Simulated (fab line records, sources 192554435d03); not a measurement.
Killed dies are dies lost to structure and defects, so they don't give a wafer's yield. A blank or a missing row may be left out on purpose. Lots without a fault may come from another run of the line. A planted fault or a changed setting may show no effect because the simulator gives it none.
Which tool did it? | flow n5_finfet | 14 lots, 42 wafers sampled, at 4 steps of a route of 1938

WHAT THE GAUGES READ, wafer by wafer
The record holds no reading of a measuring or inspecting step that can be judged against a usual standard deviation.

WHICH TOOL RAN EACH LOT (tool, then ch and the chambers of the sampled wafers, then the start)
lot  | N5_BEOL_M11_STRIP_36               | N5_BEOL_M11_STRIP_77                          | N5_BEOL_M12_DEVELOP_09            | N5_BEOL_M12_DESCUM_15
L305 | rie_diel-03 ch 1,2,3, day 10 10:28 | rie_diel-03 ch 1,2,3, day 10 13:47 or earlier | litho_track-02 ch 0, day 10 13:47 | rie_diel-02 ch 0,1,2, day 10 14:59
L307 | rie_diel-06 ch 0,2,3, day 10 23:21 | rie_diel-06 ch 0,2,3, day 11 02:55 or earlier | litho_track-02 ch 0, day 11 02:55 | rie_diel-04 ch 0,1,3, day 11 03:07
L306 | rie_diel-06 ch 1,2,3, day 11 04:02 | rie_diel-06 ch 1,2,3, day 11 07:56 or earlier | litho_track-02 ch 0, day 11 07:56 | rie_diel-04 ch 1,2,3, day 11 08:22
L314 | rie_diel-03 ch 0,1,2, day 12 13:40 | rie_diel-03 ch 0,1,2, day 12 18:29 or earlier | litho_track-02 ch 0, day 12 18:29 | rie_diel-05 ch 0,3, day 12 18:41
L316 | rie_diel-06 ch 0,1, day 13 00:43   | rie_diel-06 ch 0,1, day 13 04:20 or earlier   | litho_track-04, day 13 04:20      | rie_diel-04 ch 0,3, day 13 04:32
L319 | rie_diel-01 ch 0,1, day 13 19:29   | rie_diel-01 ch 0,1, day 13 23:56 or earlier   | litho_track-04 ch 0, day 13 23:56 | rie_diel-05 ch 0,3, day 14 00:14
L318 | rie_diel-03 ch 0,2,3, day 13 23:19 | rie_diel-03 ch 0,2,3, day 14 03:44 or earlier | litho_track-02, day 14 03:44      | rie_diel-04 ch 0,1,2, day 14 03:56
L321 | rie_diel-03 ch 0,2,3, day 14 00:16 | rie_diel-03 ch 0,2,3, day 14 04:38 or earlier | litho_track-02 ch 0, day 14 04:38 | rie_diel-04 ch 0,1,2, day 14 04:49
L320 | rie_diel-06 ch 1,3, day 14 01:54   | rie_diel-06 ch 1,3, day 14 05:17 or earlier   | litho_track-01 ch 0, day 14 05:17 | rie_diel-02 ch 0,2, day 14 05:40
L322 | rie_diel-06 ch 0,1,2, day 14 16:26 | rie_diel-06 ch 0,1,2, day 14 20:35 or earlier | litho_track-01 ch 0, day 14 20:35 | rie_diel-02 ch 1,3, day 14 20:54
L325 | rie_diel-03 ch 0,3, day 15 16:32   | rie_diel-03 ch 0,3, day 15 20:35 or earlier   | litho_track-04 ch 0, day 15 20:35 | rie_diel-05 ch 0,1,3, day 15 20:49
L327 | rie_diel-03 ch 0,1,2, day 15 18:26 | rie_diel-03 ch 0,1,2, day 15 23:34 or earlier | litho_track-01 ch 0, day 15 23:34 | rie_diel-04 ch 1,2, day 15 23:53
L326 | rie_diel-01 ch 0,3, day 15 18:56   | rie_diel-01 ch 0,3, day 16 00:01 or earlier   | litho_track-01 ch 0, day 16 00:01 | rie_diel-05 ch 0,1,3, day 16 00:13
L328 | rie_diel-06 ch 1,2, day 16 19:10   | rie_diel-06 ch 1,2, day 16 22:14 or earlier   | litho_track-02 ch 0, day 16 22:14 | rie_diel-05 ch 0,2,3, day 16 22:28
- N5_BEOL_M11_STRIP_36: strips in N2/H2.
- N5_BEOL_M11_STRIP_77: strips in N2/H2, time 10 s.
- N5_BEOL_M12_DEVELOP_09: develop time 45 s.
- N5_BEOL_M12_DESCUM_15: chemistry O2, time 7.9 s.

WHAT THE TOOLS THEMSELVES READ (means of the sampled wafers that have a number; where no wafer has one, the mark that the record gives instead)
N5_BEOL_M11_STRIP_36. Usual: drypump_motor_current_A 5.6 A, standard deviation 0.36; oes_product_au 0.79 a.u., standard deviation 0.078; rf_vpp_V 59.1 V, standard deviation 1.7; showerhead_plenum_p_Torr 2.57 Torr, standard deviation 0.094; throttle_valve_pct 23.5 %, standard deviation 0.44.
lot  | tool        | drypump_motor_current_A (A) | oes_product_au (a.u.) | rf_vpp_V (V) | showerhead_plenum_p_Torr (Torr) | throttle_valve_pct (%) | flag
L305 | rie_diel-03 | 5.7                         | 0.73                  | 58.7         | 2.58                            | 23.7                   |
L307 | rie_diel-06 | 5.4                         | 0.80                  | 58.5         | 2.54                            | 23.6                   |
L306 | rie_diel-06 | 5.5                         | 0.79                  | 58.7         | 2.58                            | 23.6                   |
L314 | rie_diel-03 | 5.5                         | 0.76                  | 57.7         | 2.59                            | 23.3                   |
L316 | rie_diel-06 | 5.9                         | 0.84                  | 59.1         | 2.52                            | 23.2                   |
L319 | rie_diel-01 | 5.4                         | 0.68                  | 59.2         | 2.58                            | 23.7                   |
L318 | rie_diel-03 | 5.4                         | 0.81                  | 58.3         | 2.58                            | 23.7                   |
L321 | rie_diel-03 | 5.4                         | 0.81                  | 58.7         | 2.58                            | 23.8                   |
L320 | rie_diel-06 | 5.7                         | 0.81                  | 58.9         | 2.59                            | 23.2                   |
L322 | rie_diel-06 | 5.6                         | 0.89                  | 61.4         | 2.50                            | 23.4                   |
L325 | rie_diel-03 | 5.5                         | 0.81                  | 58.5         | 2.65                            | 23.9                   |
L327 | rie_diel-03 | 5.5                         | 0.75                  | 59.3         | 2.58                            | 23.4                   |
L326 | rie_diel-01 | 5.5                         | 0.73                  | 60.9         | 2.56                            | 23.7                   |
L328 | rie_diel-06 | 5.4                         | 0.88                  | 57.2         | 2.51                            | 23.6                   |

N5_BEOL_M11_STRIP_77. Usual: drypump_motor_current_A 5.6 A, standard deviation 0.35; oes_product_au 0.79 a.u., standard deviation 0.077; rf_vpp_V 59.3 V, standard deviation 0.83; showerhead_plenum_p_Torr 2.57 Torr, standard deviation 0.094; throttle_valve_pct 23.5 %, standard deviation 0.44.
lot  | tool        | drypump_motor_current_A (A) | oes_product_au (a.u.) | rf_vpp_V (V) | showerhead_plenum_p_Torr (Torr) | throttle_valve_pct (%) | flag
L305 | rie_diel-03 | 5.7                         | 0.73                  | 59.5         | 2.58                            | 23.7                   |
L307 | rie_diel-06 | 5.4                         | 0.79                  | 59.4         | 2.54                            | 23.6                   |
L306 | rie_diel-06 | 5.5                         | 0.79                  | 59.7         | 2.58                            | 23.6                   |
L314 | rie_diel-03 | 5.5                         | 0.76                  | 59.6         | 2.59                            | 23.3                   |
L316 | rie_diel-06 | 5.9                         | 0.84                  | 58.7         | 2.52                            | 23.2                   |
L319 | rie_diel-01 | 5.4                         | 0.69                  | 58.9         | 2.58                            | 23.7                   |
L318 | rie_diel-03 | 5.5                         | 0.81                  | 59.4         | 2.58                            | 23.7                   |
L321 | rie_diel-03 | 5.5                         | 0.81                  | 58.9         | 2.58                            | 23.8                   |
L320 | rie_diel-06 | 5.7                         | 0.81                  | 58.9         | 2.59                            | 23.3                   |
L322 | rie_diel-06 | 5.6                         | 0.87                  | 58.8         | 2.50                            | 23.4                   |
L325 | rie_diel-03 | 5.5                         | 0.82                  | 59.2         | 2.65                            | 23.8                   |
L327 | rie_diel-03 | 5.5                         | 0.75                  | 59.3         | 2.58                            | 23.3                   |
L326 | rie_diel-01 | 5.6                         | 0.72                  | 60.1         | 2.56                            | 23.7                   |
L328 | rie_diel-06 | 5.5                         | 0.87                  | 58.6         | 2.51                            | 23.6                   |

N5_BEOL_M12_DEVELOP_09. Usual: chill_plate_temp_C 22.97 C, standard deviation 0.11; developer_temp_C 21.00 C, standard deviation 0.12; resist_line_temp_C 22.99 C, standard deviation 0.11.
lot  | tool           | chill_plate_temp_C (C) | developer_temp_C (C) | resist_line_temp_C (C) | flag
L305 | litho_track-02 | 22.98                  | 20.82                | 23.00                  |
L307 | litho_track-02 | 22.83                  | 20.95                | 23.01                  |
L306 | litho_track-02 | 22.99                  | 20.94                | 23.14                  |
L314 | litho_track-02 | 22.99                  | 20.99                | 23.10                  |
L316 | litho_track-04 | -                      | -                    | -                      | OFF
L319 | litho_track-04 | 22.91                  | 20.87                | 22.90                  |
L318 | litho_track-02 | -                      | -                    | -                      | OFF
L321 | litho_track-02 | 22.93                  | 21.01                | 23.24                  |
L320 | litho_track-01 | 22.96                  | 21.22                | 22.89                  |
L322 | litho_track-01 | 22.95                  | 20.96                | 22.93                  |
L325 | litho_track-04 | 22.99                  | 20.93                | 22.83                  |
L327 | litho_track-01 | 22.95                  | 20.98                | 23.07                  |
L326 | litho_track-01 | 23.05                  | 21.05                | 23.05                  |
L328 | litho_track-02 | 23.00                  | 20.95                | 22.96                  |

N5_BEOL_M12_DESCUM_15. Usual: drypump_motor_current_A 5.4 A, standard deviation 0.37; oes_product_au 0.77 a.u., standard deviation 0.088; rf_vpp_V 243.0 V, standard deviation 1.5; showerhead_plenum_p_Torr 2.08 Torr, standard deviation 0.087; throttle_valve_pct 20.35 %, standard deviation 0.14.
lot  | tool        | drypump_motor_current_A (A) | oes_product_au (a.u.) | rf_vpp_V (V) | showerhead_plenum_p_Torr (Torr) | throttle_valve_pct (%) | flag
L305 | rie_diel-02 | 5.5                         | 0.74                  | 243.3        | 2.09                            | 20.39                  |
L307 | rie_diel-04 | 5.6                         | 0.69                  | 243.2        | 2.03                            | 20.47                  |
L306 | rie_diel-04 | 5.3                         | 0.74                  | 242.8        | 2.05                            | 20.44                  |
L314 | rie_diel-05 | 5.2                         | 0.80                  | 243.6        | 2.13                            | 20.12                  |
L316 | rie_diel-04 | 5.7                         | 0.67                  | 241.8        | 1.96                            | 20.42                  |
L319 | rie_diel-05 | 5.2                         | 0.78                  | 244.5        | 2.13                            | 20.14                  |
L318 | rie_diel-04 | 5.3                         | 0.81                  | 242.4        | 2.05                            | 20.43                  |
L321 | rie_diel-04 | 5.3                         | 0.82                  | 243.4        | 2.05                            | 20.42                  |
L320 | rie_diel-02 | 5.8                         | 0.68                  | 243.2        | 2.08                            | 20.52                  |
L322 | rie_diel-02 | 5.3                         | 0.83                  | 242.4        | 2.12                            | 20.33                  |
L325 | rie_diel-05 | 5.4                         | 0.74                  | 243.0        | 2.07                            | 20.28                  |
L327 | rie_diel-04 | 5.1                         | 0.87                  | 243.7        | 2.10                            | 20.37                  |
L326 | rie_diel-05 | 5.4                         | 0.74                  | 243.1        | 2.07                            | 20.28                  |
L328 | rie_diel-05 | 5.5                         | 0.83                  | 243.6        | 2.14                            | 20.20                  |

THE ANSWER, worked out from the rows above alone
Rule: a lot is off if the mean of its wafers that have a number lies more than 3 standard deviations from the usual mean. A lot without any number at a reading at which 4 lots or more have one is off too. The other lots that the step has rows for count as sound. The gauges are gone through in route order, then the tools' own readings, and for those a lot's mean is taken as printed above. The first step at which some lot is off is used, and at that step the reading that is off furthest; a lot without a number counts as furthest.
Off: L316, L318, at N5_BEOL_M12_DEVELOP_09 (chill_plate_temp_C). Without a number there: L316, L318.
A tool fits if, at that step or a process step before it, it ran every lot that is off, and no sound lot after the first of them. N5_BEOL_M11_STRIP_77 gives no start for some lots, so the hours and the order of its lots are those of N5_BEOL_M12_DEVELOP_09. None of those tried fits.

WHAT THE SIMULATOR HAD PUT IN
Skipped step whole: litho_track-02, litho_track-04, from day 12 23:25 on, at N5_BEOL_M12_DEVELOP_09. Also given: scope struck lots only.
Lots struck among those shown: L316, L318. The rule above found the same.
